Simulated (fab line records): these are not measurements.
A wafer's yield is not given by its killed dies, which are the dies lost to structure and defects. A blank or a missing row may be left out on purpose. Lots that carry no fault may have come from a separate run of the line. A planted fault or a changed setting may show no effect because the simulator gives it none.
A lot that was struck, set against a sound lot | flow nandHarc | 15 out of 1302 route steps
Sound: these wafers, L999.3, L999.4, L999.6. Wafers L113.2, L113.3, L113.6 were the ones struck. The cause is named last.
Each step with rows lists, per side, the tool, then ch with its chambers, then its first start. Under that, the readings that differ: sound wafers | struck wafers | difference of the means | sigmas: that difference in standard deviations of wafers without a fault.
alike: same words and numbers on both sides, and readings whose means sit less than 2 such deviations apart. not compared: any withheld reading, any reading some wafer has no value for, any bound like >300 that may hide the same value, and any number with overlapping values for which the record gives no deviation.
Wherever a step has rows on one side only, a row that says differs or no value, or a row with sigmas, the two part there. Numbers that don't overlap but have no deviation are shown without sigmas and don't part them. Lack of a reading on every wafer of one side parts them only where that side has two or more wafers.

first, 1 step without rows for these wafers: NHARC_A_CONTACT_ETCH_137 (etches the open film in C4F8/O2/Ar, time 311 s, target depth 1912 nm).
NHARC_A_CONTACT_ETCH_138: etches the open film in C4F8/O2/Ar, time 311 s, target depth 1914 nm.
  sound on harCapEtch-01 ch 0,1, day 23 21:21; struck on harCapEtch-03 ch 0,1, day 29 22:45
  not compared: rfHoursCounterH
NHARC_A_CONTACT_ETCH_139: etches the open film in C4F8/O2/Ar, time 195 s, target depth 840 nm.
  sound on harCapEtch-01 ch 0,1, day 23 21:43; struck on harCapEtch-03 ch 0,1, day 29 23:01
  not compared: rfHoursCounterH
then, 2 steps without rows for these wafers: NHARC_A_CONTACT_ETCH_92 (etches the open film in CH3F/O2, target depth 40 nm, time 85.7 s); NHARC_A_CONTACT_ETCH_98 (etches the open film in C4F6/O2, target depth 20 nm, time 10 s).
NHARC_A_CONTACT_CD_MEAS_15:
  sound: cdSem-01 at day 23 22:28; struck: cdSem-01 at day 29 23:48
  alike: cdNm
then, 3 steps without rows for these wafers: NHARC_A_CONTACT_STRIP_107 (strips in N2/H2); NHARC_A_CONTACT_STRIP_108 (strips in CF4/CHF3); NHARC_A_CONTACT_STRIP_109 (strips in O2/COS).
NHARC_A_CONTACT_ETCH_110: etches the open film in CF4/O2, target depth 60 nm, overetch 6 nm, time 33 s.
  sound on rieDiel-05 ch 0,2,3, day 23 22:45; struck on rieDiel-03 ch 0,1,3, day 30 00:06
  alike: drypumpMotorCurrentA, oes_f_703_au, oesProductAu, rfVppV, showerheadPlenumPTorr, throttleValvePct
  not compared: rfHoursCounterH
NHARC_A_CONTACT_STRIP_26: strips in O2.
  sound on rieDiel-05 ch 1,2,3; struck on rieDiel-03 ch 0,1,2
  alike: drypumpMotorCurrentA, oesProductAu, rfVppV, showerheadPlenumPTorr, throttleValvePct
  not compared: rfHoursCounterH
then, 1 step without rows for these wafers: NHARC_A_CONTACT_STRIP_27 (strips in post etch residue remover, time 600 s).
NHARC_A_CONTACT_ALD_18: deposits TiN, target thk 3 nm, pulse time 1 s, ald cycles 150.
  sound on aldMetal-04 ch 1,2, day 23 23:24; struck on aldMetal-03 ch 0,2, day 30 00:45
  no value came back on the struck wafers for aldCycles, heaterPowerOuterW (W), heaterPowerW (W), precursorPulseHeightRel; on the sound wafers aldCycles reads 150 150 150
  not compared: sinceWetCleanH
NHARC_A_CONTACT_CVD_19: deposits W, target thk 300 nm, time 802 s.
  sound on cvdW-02 ch 0; struck on cvdW-01 ch 0,1
  alike: heaterPowerW, mfcH2Sccm, throttleValvePct
  not compared: sinceWetCleanH
-- break in the record here, with 2 days between the starts of the struck wafers on either side (left off in module A_CONTACT, picked up again in module END, where the first step shown is number 1302 on the route) --
NHARC_END_SORT_01:
  here the record holds rows for the struck wafers (prober-01 ch 0, day 32 00:59) but none for the sound ones

WHERE THEY PART
First at NHARC_A_CONTACT_ALD_18; last, within this record, at NHARC_END_SORT_01.

WHY: what the simulator had put in
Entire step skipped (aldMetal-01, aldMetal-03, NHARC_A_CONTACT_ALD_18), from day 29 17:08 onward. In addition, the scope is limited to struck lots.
